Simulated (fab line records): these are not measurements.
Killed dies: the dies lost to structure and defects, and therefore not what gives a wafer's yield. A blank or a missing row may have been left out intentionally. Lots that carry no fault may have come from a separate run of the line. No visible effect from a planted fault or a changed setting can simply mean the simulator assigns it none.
Problem report, 8D (eight disciplines) form, completed by code :: flow n5 finfet :: the parts of the form that need people (team, actions taken, sign-off) are left out

== 1. PROBLEM STATEMENT ==
platen rpm at N5_GATE_CUT_CMP_23 reads a mean of 53.89 rpm on 1 wafer of 1 lot; wafers without a fault read 51.80 rpm with a standard deviation of 0.034. That is +61 standard deviations from the usual mean.
The step: polishes, stops on SiO2, t overpolish 23.4 s, target thk 16 nm.
First observed at day 7 13:04: wafer L210.2, on cmp-01. At this step, 30 wafers from 11 lots have a number in the record. By rule, "out" or "out of limits" means more than 4 standard deviations away from the usual mean. The other wafers with a number count as sound.

== 2. WHAT IT IS AND WHAT IT IS NOT ==
question: which readings at this step
is: platen rpm
is not: head pressure psi, motor current A, overpolish run s, time to endpoint s

question: which lots
is: L210
is not: L199, L200, L202, L203, L204, L207, L218, L220, L221, L222

question: which wafers of those lots
is: L210.2
is not: L210.3, L210.5

question: read on which tools
is: cmp-01
is not: cmp-02, cmp-04

question: when
is: from day 7 13:04
is not: up to then (18 sound wafers); but 11 sound wafers of L218, L220, L221, L222 came after

== 3. THE SUSPECTS, EACH WITH WHAT RULES IT OUT ==
Counting: a tool at a process step up to the reading stays a suspect if it ran every lot that is out. Sound lots after the first of them don't rule it out here, since some wafers of a struck lot are sound.
- rie diel-02 at N5_GATE_CUT_ETCH_37 (etches SOC in N2/H2, target depth 60 nm, overetch 12 nm, time 90 s): kept. It processed L210, the lot that is out, at day 7 09:42, and its most recent sound lot before then was L207 at day 6 11:34.
- rie diel-02 at N5_GATE_CUT_STRIP_41 (strips in CF4): kept. It processed L210, the lot that is out, at day 7 09:50, and its most recent sound lot before then was L207 at day 6 11:43.
- cmp-01 at N5_GATE_CUT_CMP_23 (polishes, stops on SiO2, t overpolish 23.4 s, target thk 16 nm): kept. It processed L210, the lot that is out, at day 7 13:04, and its most recent sound lot before then was L207 at day 6 13:53. Its own platen rpm readings are out on those wafers.
- Within rie diel-02 at N5_GATE_CUT_ETCH_37: the wafers that are out ran in chamber 0; their sound lot-mates ran in chambers 1, 3.
- Within rie diel-02 at N5_GATE_CUT_STRIP_41: the wafers that are out ran in chamber 0; their sound lot-mates ran in chambers 1, 3.
- Within cmp-01 at N5_GATE_CUT_CMP_23: the wafers that are out ran in chamber 1; their sound lot-mates ran in chambers 0, 2.
The count leaves rie diel-02 at N5_GATE_CUT_ETCH_37, rie diel-02 at N5_GATE_CUT_STRIP_41, and cmp-01 at N5_GATE_CUT_CMP_23.

== 4. THE CAUSE (what the simulator had put in) ==
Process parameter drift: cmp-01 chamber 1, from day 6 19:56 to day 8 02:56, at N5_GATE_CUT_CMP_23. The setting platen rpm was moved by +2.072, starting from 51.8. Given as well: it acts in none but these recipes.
This tool is one of the 3 suspects left after counting.

== 5. THE EFFECT CHAIN, in route order ==
Each row: a reading whose mean over the struck wafers that have a number lies more than 3 standard deviations from the usual. Scope: only readings with a usual standard deviation given in the record; hours: median across lots of the time from each lot's start at the first step in this table that gives one to its start at this step; sigmas: change in usual standard deviations.
hours: 0
step: N5_GATE_CUT_CMP_23
reading: platen rpm
usual: 51.80 rpm
on struck wafers: 53.89
change: +2.09
sigmas: +61
Process steps it contains:
- N5_GATE_CUT_CMP_23: polishes, stops on SiO2, t overpolish 23.4 s, target thk 16 nm.

== 6. HOW IT WOULD HAVE BEEN CAUGHT EARLIER ==
The fault began at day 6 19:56; the first out-of-limits reading in this record came at day 7 13:04, 17 hours later.
